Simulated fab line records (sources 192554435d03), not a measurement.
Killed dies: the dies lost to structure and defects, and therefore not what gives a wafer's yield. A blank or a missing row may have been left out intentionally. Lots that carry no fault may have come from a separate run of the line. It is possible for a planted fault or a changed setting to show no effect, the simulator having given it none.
fab line records ; flow n5_finfet
record lots=4; wafers=12; last_day=18
route steps=1938 shown MOL_CONTACT_COAG@624 BEOL_M0_SAQP@632 BEOL_M4@1111 PASSIVATION@1936
lots with no fault: from the same line, run without faults
start_h: hours from the record's first day to the start of the lot's first wafer shown ; wait_h: hours elapsed since this lot's preceding step ; " as in the row above ; L1.1+2: a single row standing in for several wafers ; - no value, or no start was given ; * or withheld: withheld ; < > ~ a bound
route shown NAME@n: names a module that has steps shown in the file, with the first one's number in the route ; usual: mean and standard deviation over wafers with no fault ; same: alike in all rows ; chamber/n: place in a boat ; sites: per-site readings ; _std_site: standard deviation of those values ; _edge_site: outer sites' mean less inner sites' ; radius_mm: how far each site lies from the wafer's centre ; mask NAME#n: copy n ; behind: the most recent tool/chamber to have shaped the wafer ; hold: why the lot went on hold/how many hours it stayed there/how the hold came to an end ; device: names the non-switching transistor (n, p or np) ; end of line: at the end of the route, the tests of the same wafers ; for a step that has no rows: nothing shown but its recipe ; killed: not the wafer's yield, but the dies lost to structure and defects at the first sort ; map: dies across one wafer; x = killed, . = not, _ = none there
set.NAME: setting as actually run; set.NAME@STEP: the setting as run at that earlier step ; model.NAME: the simulator's own value behind a step, which no gauge read
certain route steps with their lots: each step a table, each wafer a row
services: the hour from which a tool's chamber was out of use, counted from the record's first day as start_h (under 0 if before that day), plus the number of hours and why
## steps
# step N5_MOL_CONTACT_COAG_CVD_140
# recipe material=W; target_thk_a=665; mode=selective_fill; temp_c=300; time_s=215
# step N5_MOL_CONTACT_COAG_PRECLEAN_127
# recipe chemistry=DIW; time_s=57.5; temp_c=23
# step N5_MOL_CONTACT_COAG_SRD_128
# recipe dry_time_s=32; dry=n2_spin; spin_rpm=1500
# step N5_MOL_CONTACT_COAG_CMP_52
# recipe stop_on=SiO2; t_overpolish_s=1.5; post_cmp_clean=w_dilute_nh4oh; down_force_psi=4; platen_rpm=50.289; pad_velocity_m_s=1.0006; target_thk_nm=66.5
# step N5_MOL_CONTACT_COAG_ANNEAL_112
# recipe temp_c=400; time_s=1800; ambient=HPD2; pressure_atm=10
# step N5_BEOL_M0_SAQP_PECVD_00
# recipe material=SiCN; target_thk_a=80; temp_c=withheld; precursor=3MS/NH3; pressure_torr=3; rf_w=202; time_s=14
# step N5_BEOL_M0_SAQP_ILD_DEP_01
# recipe material=SiOC; target_thk_a=454.19; temp_c=350; precursor=DEMS/O2; pressure_torr=5; rf_w=500; time_s=8.7
# step N5_BEOL_M0_SAQP_HM_DEP_02
# recipe material=TiN; target_thk_a=120; temp_c=25; chamber_pressure_pa=0.49996
# step N5_BEOL_M0_SAQP_PECVD_03
# recipe material=SiCN; target_thk_a=120; temp_c=withheld; precursor=3MS/NH3; pressure_torr=3; rf_w=202; time_s=21.1
# step N5_BEOL_M0_SAQP_PECVD_96
# recipe material=a-Si; target_thk_a=450; temp_c=350; precursor=SiH4/He; pressure_torr=3; rf_w=100; time_s=45.2
# usual heater_power_w=690/65; run_length_s=81.4/0.48; showerhead_plenum_p_Torr=5.66/0.046; susceptor_temp_C=350.00/0.21; throttle_valve_pct=18.0/1
lot.wafer;tool;chamber;start_h;wait_h;heater_power_w;run_length_s;showerhead_plenum_p_Torr;susceptor_temp_C;throttle_valve_pct;model.a-Si_of_BEOL_M0_SAQP_PECVD_96.thk_nm
L650.3;pecvd-03;2;151.48;0.0;777;80.6;5.59;349.69;17.2;45
L650.5;pecvd-03;0;151.48;0.0;684;85.0;5.65;350.10;19.5;48.6
L650.6;pecvd-03;2;151.48;0.0;777;84.4;5.58;349.87;17.8;48.8
L652.4;pecvd-03;1;160.68;0.0;649;81.5;5.70;350.24;17.8;45.2
L652.5;pecvd-03;0;160.68;0.0;697;85.5;5.63;350.15;19.1;49
L652.6;pecvd-03;2;160.68;0.0;758;84.6;5.59;350.16;17.3;49.6
L665.2;pecvd-03;0;246.44;0.0;621;81.3;5.65;350.26;19.2;44.6
L665.3;pecvd-03;1;246.44;0.0;628;81.0;5.71;350.00;17.9;44.8
L665.6;pecvd-03;2;246.44;0.0;711;80.6;5.59;349.73;17.8;45.2
L666.2;pecvd-02;2;256.89;0.0;742;81.8;5.67;349.98;16.8;44.6
L666.4;pecvd-02;0;256.89;0.0;694;82.5;5.63;349.72;17.2;45
L666.6;pecvd-02;2;256.89;0.0;727;81.6;5.69;349.79;16.7;44.6
# step N5_BEOL_M0_SAQP_PECVD_97
# recipe material=SiNx; target_thk_a=230; temp_c=350; precursor=SiH4/NH3/N2; pressure_torr=1.5; rf_w=300; time_s=19.9
# step N5_BEOL_M0_SAQP_PECVD_04
# recipe material=a-Si; target_thk_a=600; temp_c=350; precursor=SiH4/He; pressure_torr=3; rf_w=100; time_s=60.2
# step N5_BEOL_M0_SAQP_HM_DEP_111
# recipe material=SiO2; target_thk_a=120; temp_c=400; precursor=SiH4/N2O; pressure_torr=0.75; rf_w=275; time_s=7.2
# step N5_BEOL_M0_SAQP_COAT_81
# recipe resist=SOC; temp_c=250; time_s=60; spin_rpm=1500; resist_thk_nm=100
# step N5_BEOL_M0_SAQP_COAT_82
# recipe resist=SiARC; temp_c=220; time_s=60; spin_rpm=1500; resist_thk_nm=30
# step N5_BEOL_M0_SAQP_COAT_08
# recipe resist=CAR-ArF; spin_rpm=1500; resist_thk_nm=90
# step N5_BEOL_M0_SAQP_EBR_10
# recipe solvent=PGMEA; ebr_width_mm=1.5
# step N5_BEOL_M0_SAQP_SOFTBAKE_09
# recipe temp_c=110; time_s=60; resist=CAR-ArF
# step N5_BEOL_M0_SAQP_EXPOSE_11
# recipe mask_id=M0_CORE; na=1.35; source_shape=dipole; sigma_inner=0.538; sigma_outer=0.738; polarization=te; target_cd_nm=42; dose_mj=55
# step N5_BEOL_M0_SAQP_PEB_12
# recipe peb_temp_c=withheld; peb_time_s=60; resist=CAR-ArF
# step N5_BEOL_M0_SAQP_DEVELOP_13
# recipe develop_time_s=30; developer=TMAH; resist=CAR-ArF; dev_temp_c=23; rinse_liquid=diw; dry=air_spin
# step N5_BEOL_M0_SAQP_DESCUM_19
# recipe chemistry=O2; time_s=7.9; source_power_w=50; bias_power_w=20; pressure_mtorr=20; rf_frequency_hz=2.712e+07; temp_c=40; resist=CAR-ArF; o2_flow_sccm=225
# step N5_BEOL_M0_SAQP_ETCH_83
# recipe chemistry=CF4; target=SiARC; target_depth_a=390; mask_material=CAR-ArF; time_s=65; ion_energy_ev=80; pressure_mtorr=40; source_w=545; bias_w=36; Ar_flow_sccm=100; cf4_flow_sccm=100; ends=cleared
# step N5_BEOL_M0_SAQP_ETCH_84
# recipe chemistry=N2/H2; target=SOC; target_depth_a=1000; overetch_a=200; mask_material=SiARC; temp_c=40; time_s=150; ion_energy_ev=200; pressure_mtorr=30; source_w=840; bias_w=150; n2_flow_sccm=200; h2_flow_sccm=200
# step N5_BEOL_M0_SAQP_STRIP_80
# recipe chemistry=N2/H2; temp_c=40; n2_flow_sccm=200; h2_flow_sccm=200; rf_frequency_hz=6e+07
# step N5_BEOL_M0_SAQP_HM_OPEN_112
# recipe chemistry=CHF3/O2; target=SiO2; stop_on=a-Si; target_depth_a=120; over_etch_frac=1.25; mask_material=SOC; time_s=13.5; pressure_mtorr=30; source_w=650; bias_w=170; Ar_flow_sccm=200; CHF3_flow_sccm=50; O2_flow_sccm=5; ion_energy_ev=200; ends=end_point
# step N5_BEOL_M0_SAQP_STRIP_113
# recipe chemistry=CHF3/O2; resist=SiARC; rf_frequency_hz=6e+07
# step N5_BEOL_M0_SAQP_MANDREL_ETCH_20
# recipe target_depth_a=600; chemistry=HBr/Cl2; target=a-Si; stop_on=SiNx; bt_time_s=10; mask_material=SOC; over_etch_frac=0.5; time_s=30; pressure_mtorr=10; icp_w=800; bias_w=75; HBr_flow_sccm=150; Cl2_flow_sccm=80; ends=end_point
# step N5_BEOL_M0_SAQP_STRIP_86
# recipe chemistry=N2/H2; power_w=500; temp_c=40; pressure_mtorr=50; rf_frequency_hz=6e+07; overash_fraction=0.3; bias_power_w=28; h2_frac=0.5; n2_flow_sccm=300; h2_flow_sccm=300
# step N5_BEOL_M0_SAQP_STRIP_115
# recipe chemistry=post_etch_residue_remover; time_s=60; temp_c=25; remover_ph=withheld; remover_water_wt_pct=withheld; remover_fluoride_wt_pct=withheld
# step N5_BEOL_M0_SAQP_SRD_93
# recipe dry=ipa_marangoni; time_s=30; temp_c=23; rinse_liquid=diw
# step N5_BEOL_M0_SAQP_RECESS_114
# recipe chemistry=HF/NH3; target=SiO2; target_depth_a=144; afs_cycles=3; temp_c=30; sublimation_temp_c=180; sublimation_time_s=60
# step N5_BEOL_M0_SAQP_SPACER1_ALD_98
# recipe material=SiO2; target_thk_a=128; temp_c=300; ald_precursor_family=BDEAS; ald_co_reactant=O2-plasma; pulse_time_s=1; purge_time_s=2; co_reactant_purge_time_s=2; ald_cycles=138; pressure_torr=2
# step N5_BEOL_M0_SAQP_SPACER1_ETCHBACK_99
# recipe chemistry=CHF3/O2; mode=anisotropic_etchback; target=SiO2; target_depth_a=154; time_s=7.7; pressure_mtorr=30; source_w=650; bias_w=170; Ar_flow_sccm=200; CHF3_flow_sccm=50; O2_flow_sccm=5; ion_energy_ev=200
# step N5_BEOL_M0_SAQP_MANDREL1_REMOVE_100
# recipe chemistry=HBr/Cl2/O2; bt_time_s=10; target=a-Si; stop_on=SiNx; endpoint=OES-SiCl; over_etch_frac=0.85; icp_w=600; bias_w=30; HBr_flow_sccm=150; Cl2_flow_sccm=80; O2_flow_sccm=5; pressure_mtorr=10
# step N5_BEOL_M0_SAQP_MANDREL_ETCH_103
# recipe chemistry=HBr/Cl2; target=a-Si; target_depth_a=450; bt_time_s=10; stop_on=SiCN; mask_material=SiO2; over_etch_frac=0.8; time_s=27; pressure_mtorr=10; icp_w=800; bias_w=75; HBr_flow_sccm=150; Cl2_flow_sccm=80; ends=end_point
# usual drypump_motor_current_A=5.7/0.38; oes_product_au=0.678/0.011; throttle_valve_pct=35.3/0.31
lot.wafer;tool;chamber;start_h;wait_h;drypump_motor_current_A;oes_product_au;rf_hours_counter_h;throttle_valve_pct;model.etch.depth_nm
L650.3;rie_si-04;2;153.99;0.0;5.7;0.675;20;35.5;45.01
L650.5;rie_si-04;2;153.99;0.0;5.7;0.702;-;35.5;48.6
L650.6;rie_si-04;3;153.99;0.0;5.8;0.711;-;35.2;48.71
L652.4;rie_si-04;2;163.79;0.0;5.7;0.674;-;35.5;45.14
L652.5;rie_si-04;1;163.79;0.0;6.2;0.743;-;35.5;49.02
L652.6;rie_si-04;3;163.79;0.0;5.8;0.721;-;35.2;49.61
L665.2;rie_si-03;1;248.86;0.0;5.3;0.655;2;34.9;44.51
L665.3;rie_si-03;0;248.86;0.0;5.4;0.682;10;34.8;44.71
L665.6;rie_si-03;2;248.86;0.0;5.7;0.696;-;35.7;45.19
L666.2;rie_si-03;0;259.38;0.0;5.4;0.678;10;34.9;44.52
L666.4;rie_si-03;0;259.38;0.0;5.4;0.685;-;34.8;45.07
L666.6;rie_si-03;1;259.38;0.0;5.3;0.656;-;34.9;44.69
# step N5_BEOL_M0_SAQP_SPACER2_ETCHBACK_27
# recipe chemistry=CHF3/O2; mode=anisotropic_etchback; target=SiO2; target_depth_a=225; time_s=11.25; pressure_mtorr=30; source_w=650; bias_w=170; Ar_flow_sccm=200; CHF3_flow_sccm=50; O2_flow_sccm=5; ion_energy_ev=200
# usual drypump_motor_current_A=5.8/0.43; oes_product_au=0.76/0.083; rf_vpp_V=522/5.1; showerhead_plenum_p_Torr=2.37/0.073; throttle_valve_pct=18.90/0.24
lot.wafer;tool;chamber;start_h;wait_h;drypump_motor_current_A;oes_product_au;rf_hours_counter_h;rf_vpp_V;showerhead_plenum_p_Torr;throttle_valve_pct;model.a-Si_of_BEOL_M0_SAQP_PECVD_96.thk_nm
L650.3;rie_diel-02;3;156.07;0.3;6.3;0.69;251;530;2.47;18.73;42.8
L650.5;rie_diel-02;1;156.07;0.3;5.7;0.78;-;517;2.23;18.43;46.4
L650.6;rie_diel-02;3;156.07;0.3;6.3;0.69;-;530;2.47;18.73;46.6
L652.4;rie_diel-02;1;166.65;0.1;5.7;0.77;-;516;2.23;18.44;43
L652.5;rie_diel-02;3;166.65;0.1;6.3;0.68;-;528;2.46;18.74;46.8
L652.6;rie_diel-02;0;166.65;0.1;5.7;0.75;-;521;2.42;19.13;47.4
L665.2;rie_diel-04;3;250.62;0.4;5.8;0.70;236;522;2.37;19.10;42.4
L665.3;rie_diel-04;0;250.62;0.4;5.6;0.69;225;523;2.38;19.23;42.6
L665.6;rie_diel-04;1;250.62;0.4;6.1;0.74;-;533;2.50;18.83;43
L666.2;rie_diel-03;2;261.64;0.3;6.2;0.71;190;520;2.30;18.91;42.4
L666.4;rie_diel-03;0;261.64;0.3;6.1;0.73;202;523;2.30;19.09;43
L666.6;rie_diel-03;1;261.64;0.3;4.7;0.93;-;525;2.46;18.65;42.4
# step N5_BEOL_M4_RC_MEAS_101
# usual DIBL_N=35.7/1.3; DIBL_P=35.4/1.8; IOFF_N=0.152/0.027; IOFF_P=0.20/0.034; ION_N=672/9.8; ION_P=461/7.5; SS_N=71.4/0.55; SS_P=73.1/0.61; VT_N=251/3.3; VT_P=-251/3.6
lot.wafer;tool;chamber;start_h;wait_h;DIBL_N[mV/V];DIBL_P[mV/V];IOFF_N[nA/um];IOFF_P[nA/um];ION_N[uA/um];ION_P[uA/um];SS_N[mV/dec];SS_P[mV/dec];VT_N[mV];VT_P[mV]
L650.3;prober-02;0;209.98;0.3;35.9;36.5;0.157;0.20;682;459;71.7;72.6;248;-250
L650.5;prober-02;0;209.98;0.3;36.0;36.0;0.155;0.21;683;469;71.6;73.5;249;-250
L650.6;prober-02;0;209.98;0.3;35.6;35.7;0.154;0.20;672;462;71.8;73.9;248;-250
L652.4;prober-02;0;219.71;0.8;34.9;33.3;0.118;0.18;669;458;70.9;72.5;255;-251
L652.5;prober-02;0;219.71;0.8;36.4;35.8;0.147;0.21;677;464;71.2;73.4;253;-249
L652.6;prober-02;0;219.71;0.8;36.7;35.9;0.145;0.21;673;462;71.8;72.8;249;-249
L665.2;prober-01;0;308.32;0.2;36.9;37.5;0.164;0.22;682;465;71.1;73.7;249;-254
L665.3;prober-01;0;308.32;0.2;35.3;35.2;0.132;0.17;670;456;70.9;73.0;252;-253
L665.6;prober-01;0;308.32;0.2;36.3;36.8;0.148;0.20;674;459;71.1;73.7;252;-251
L666.2;prober-02;0;318.63;0.2;33.7;33.3;0.112;0.18;669;470;70.2;72.8;255;-250
L666.4;prober-02;0;318.63;0.2;32.7;31.1;0.097;0.15;661;459;71.1;72.6;258;-252
L666.6;prober-02;0;318.63;0.2;32.1;30.5;0.093;0.16;651;457;70.2;72.6;257;-253
# step N5_PASSIVATION_PROBE_49
# usual defect_limited_yield=91.5/1.3; killed_at_M0_to_M3=33/11; killed_at_M4_up=14/5.3; killed_at_contacts=11/6.3; killed_at_front_end=38/10; killed_at_other=3.7/2.8; killed_dies=101/16; killed_open=67/12; killed_short=32/7.4; sort_bin_5_function=5.0/0.86; sort_bin_6_memory=3.2/0.69; sort_n_pass=1079/16; sort_yield_pct=91.5/1.3
# same gross_dies=1180; killed_at_back_side=0; sort_bin_4_leakage[%]=0; sort_bin_8_speed[%]=0
lot.wafer;tool;chamber;start_h;wait_h;defect_limited_yield[%];killed_at_M0_to_M3;killed_at_M4_up;killed_at_contacts;killed_at_front_end;killed_at_other;killed_dies;killed_open;killed_short;sort_bin_5_function[%];sort_bin_6_memory[%];sort_n_pass;sort_yield_pct[%]
L650.3;prober-02;-;306.25;0.1;93.1;26;23;4;27;1;81;52;28;4.0;2.6;1099;93.1
# killed by level:class
L650.3 BEOL_M4:geometric_particle:open=10 FIN_SAQP:geometric_particle:open=7 FIN_SAQP:geometric_particle:short=7 BEOL_M1:geometric_particle:open=6 BEOL_M3:geometric_particle:open=5 BEOL_M3:geometric_particle:short=5 BEOL_M5:geometric_particle:open=4 DUMMY_GATE:geometric_particle:open=3
## services
tool;chamber;start_h;hours;kind
rie_diel-02;1;128.59;14.5;repair
rie_si-04;0;137.73;-;clean
rie_si-04;0;137.73;27.8;scheduled_down
rie_si-04;0;137.73;27.8;vent_cycle
rie_diel-02;2;143.09;-;clean
rie_diel-02;2;143.09;-;consumable_replace:focus_ring
rie_diel-02;2;143.09;35.0;scheduled_down
rie_diel-02;2;143.09;35.0;vent_cycle
pecvd-03;0;143.65;5.5;scheduled_down
pecvd-03;-;152.71;6.0;pm
rie_si-03;-;156.26;0.4;repair
rie_si-04;-;169.75;0.3;repair
rie_diel-02;3;178.06;-;clean
rie_diel-02;3;178.06;-;consumable_replace:focus_ring
rie_diel-02;3;178.06;12.3;scheduled_down
rie_diel-02;3;178.06;12.3;vent_cycle
pecvd-03;1;193.72;6.0;repair
rie_si-03;-;196.64;4.1;repair
rie_si-03;2;223.85;9.8;repair
rie_si-04;1;224.20;11.2;repair
rie_si-04;0;248.69;4.0;repair
rie_diel-04;2;250.08;2.5;repair
rie_si-03;3;252.43;-;clean
rie_diel-04;3;257.50;8.1;repair
## key
first_sign step=N5_BEOL_M0_SAQP_PECVD_96; reading=run_length_s; direction=up; sigmas=7.3; usual=*; struck=*
effect step=N5_BEOL_M0_SAQP_MANDREL_ETCH_103; reading=oes_product_au; direction=up; sigmas=3.6; usual=0.678; struck=0.719
model_effect step=N5_BEOL_M0_SAQP_PECVD_96; value=a-Si_of_BEOL_M0_SAQP_PECVD_96.thk_nm; without=45; struck=49
model_effect step=N5_BEOL_M0_SAQP_MANDREL_ETCH_103; value=etch.depth_nm; without=45.05; struck=48.98
model_effect step=N5_BEOL_M0_SAQP_SPACER2_ETCHBACK_27; value=a-Si_of_BEOL_M0_SAQP_PECVD_96.thk_nm; without=42.9; struck=46.8
met_at N5_BEOL_M0_SAQP_PECVD_96
struck_wafers L650.5,L650.6,L652.5,L652.6
fault kind=process_parameter_drift; tool=pecvd-03; chamber=-; onset_h=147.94; steps=N5_BEOL_M0_SAQP_PECVD_96; channel=time_s; offset=*; shape=step; end_h=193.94; scope=struck_wafers_only; acts_in=*; stated=*
